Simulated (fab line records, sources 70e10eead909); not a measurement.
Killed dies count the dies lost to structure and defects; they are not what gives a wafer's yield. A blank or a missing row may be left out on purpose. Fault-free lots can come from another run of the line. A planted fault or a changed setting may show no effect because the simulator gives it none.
A lot that was struck, set against a sound lot / flow nandHarc / 15 steps out of a route of 1302
Sound: the wafers L532.2, L532.3, L532.6. The struck wafers were L522.1, L522.3, L522.6. At the end, the cause is stated.
Per side, at each step with rows, come the tool, then ch with its chambers, and then its first start. Under that, the readings that differ: sound wafers / struck wafers / difference of the means / sigmas: that difference in standard deviations of wafers without a fault.
alike: same words and numbers on both sides, and readings whose means sit less than 2 such deviations apart. not compared: any withheld reading, any reading some wafer has no value for, any bound like >300 that may hide the same value, and any number with overlapping values for which the record gives no deviation.
Wherever a step has rows on one side only, a row that says differs or no value, or a row with sigmas, the two part there. Numbers that don't overlap but have no deviation are shown without sigmas and don't part them. Lack of a reading on every wafer of one side parts them only where that side has two or more wafers.

first, 1 step without rows for these wafers: NHARC_A_ONON_D1_DEP_00 (target thk 1000 nm).
NHARC_A_ONON_D1_THK_MEAS_02: measures by ellipsometry.
  sound on filmMetro-01, day 14 11:26; struck on filmMetro-01, day 10 02:52
  alike: thkNm
then NHARC_A_ONON_D1_DEP_03 (target thk 1000 nm), 1 step lacking rows for these wafers.
NHARC_A_ONON_D1_THK_MEAS_05: measures by ellipsometry.
  sound on filmMetro-02, day 14 12:01; struck on filmMetro-01, day 10 03:26
  alike: thkNm
then NHARC_A_ONON_D1_DEP_06 (target thk 1000 nm), 1 step lacking rows for these wafers.
NHARC_A_ONON_D1_THK_MEAS_08: measures by ellipsometry.
  sound on filmMetro-02, day 14 12:34; struck on filmMetro-02, day 10 04:00
  alike: thkNm
then NHARC_A_ONON_D1_DEP_09 (target thk 1000 nm), 1 step lacking rows for these wafers.
NHARC_A_ONON_D1_THK_MEAS_11: measures by ellipsometry.
  sound on filmMetro-01, day 14 13:09; struck on filmMetro-02, day 10 04:34
  alike: thkNm
then NHARC_A_ONON_D1_DEP_12 (target thk 1000 nm), 1 step lacking rows for these wafers.
NHARC_A_ONON_D1_THK_MEAS_14: measures by ellipsometry.
  sound on filmMetro-01, day 14 13:43; struck on filmMetro-02, day 10 05:08
  alike: thkNm
then, 1 step without rows for these wafers: NHARC_A_ONON_D1_ANNEAL_15 (time 3600 s).
NHARC_A_ONON_D1_DEP_16: target thk 1000 nm.
  sound on pecvdOnon-01 ch 0, day 14 23:14; struck on pecvdOnon-01 ch 0, day 10 13:20
  alike: n2oFlowSccm, sih4FlowSccm
NHARC_A_ONON_D1_THK_MEAS_18: measures by ellipsometry.
  sound on filmMetro-02, day 14 23:41; struck on filmMetro-01, day 10 13:51
reading=thkNm (nm); sound=1003 1005 1003; struck=1104 1103 1102; difference=+99; sigmas=+11
then, 2 steps without rows for these wafers: NHARC_A_ONON_D1_DEP_19 (target thk 1000 nm); NHARC_END_SORT_01.

WHERE THEY PART
Within this record, at NHARC_A_ONON_D1_THK_MEAS_18 only.

WHY: what the simulator had put in
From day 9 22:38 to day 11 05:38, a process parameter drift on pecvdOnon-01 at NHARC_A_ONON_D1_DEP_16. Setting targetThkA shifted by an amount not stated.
